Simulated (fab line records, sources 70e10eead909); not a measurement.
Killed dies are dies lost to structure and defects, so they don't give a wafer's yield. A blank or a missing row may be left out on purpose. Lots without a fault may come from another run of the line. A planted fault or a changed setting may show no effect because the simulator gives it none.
Which tool did it? | flow nand_harc | 14 lots, 42 wafers sampled, at 1 step of a route of 1159

WHAT THE GAUGES READ, wafer by wafer
NHARC_A_M0_CD_MEAS_09: target cd 80 nm. Usual: cd_nm 80.3 nm, standard deviation 0.98.
lot  | measured     | on        | cd_nm (nm)     | flag
L379 | day 18 02:56 | cd_sem-02 | 80.4 79.2 80.6 |
L381 | day 18 07:16 | cd_sem-01 | 78.5 79.0 78.8 |
L382 | day 18 09:56 | cd_sem-03 | 80.3 81.2 80.8 |
L386 | day 18 19:11 | cd_sem-02 | 79.2 79.9 80.9 |
L383 | day 18 22:54 | cd_sem-02 | 79.7 80.4 79.1 |
L384 | day 18 23:29 | cd_sem-02 | 80.0 80.2 80.0 |
L387 | day 20 00:26 | cd_sem-02 | 79.6 80.5 80.3 |
L389 | day 20 00:49 | cd_sem-02 | 79.6 77.4 79.5 |
L385 | day 20 05:40 | cd_sem-03 | 80.7 80.6 80.6 |
L390 | day 21 06:28 | cd_sem-03 | 80.5 81.5 80.3 |
L391 | day 22 01:58 | cd_sem-03 | 80.0 77.8 79.7 |
L393 | day 22 02:45 | cd_sem-01 | 79.3 78.6 80.2 |
L400 | day 23 14:51 | cd_sem-03 | 82.0 82.1 80.2 |
L402 | day 23 15:18 | cd_sem-03 | 81.2 82.1 81.7 |

WHICH TOOL RAN EACH LOT (tool, then ch and the chambers of the sampled wafers, then the start)
The record holds no process step before these readings.

WHAT THE TOOLS THEMSELVES READ (means of the sampled wafers that have a number; where no wafer has one, the mark that the record gives instead)
The record holds no such reading with a usual standard deviation.

THE ANSWER, worked out from the rows above alone
Rule: a lot is off if the mean of its wafers that have a number lies more than 3 standard deviations from the usual mean. A lot without any number at a reading at which 4 lots or more have one is off too. The other lots that the step has rows for count as sound. The gauges are gone through in route order, then the tools' own readings, and for those a lot's mean is taken as printed above. The first step at which some lot is off is used, and at that step the reading that is off furthest; a lot without a number counts as furthest.
No lot is off at any reading shown: from this, nothing can be told.

WHAT THE SIMULATOR HAD PUT IN
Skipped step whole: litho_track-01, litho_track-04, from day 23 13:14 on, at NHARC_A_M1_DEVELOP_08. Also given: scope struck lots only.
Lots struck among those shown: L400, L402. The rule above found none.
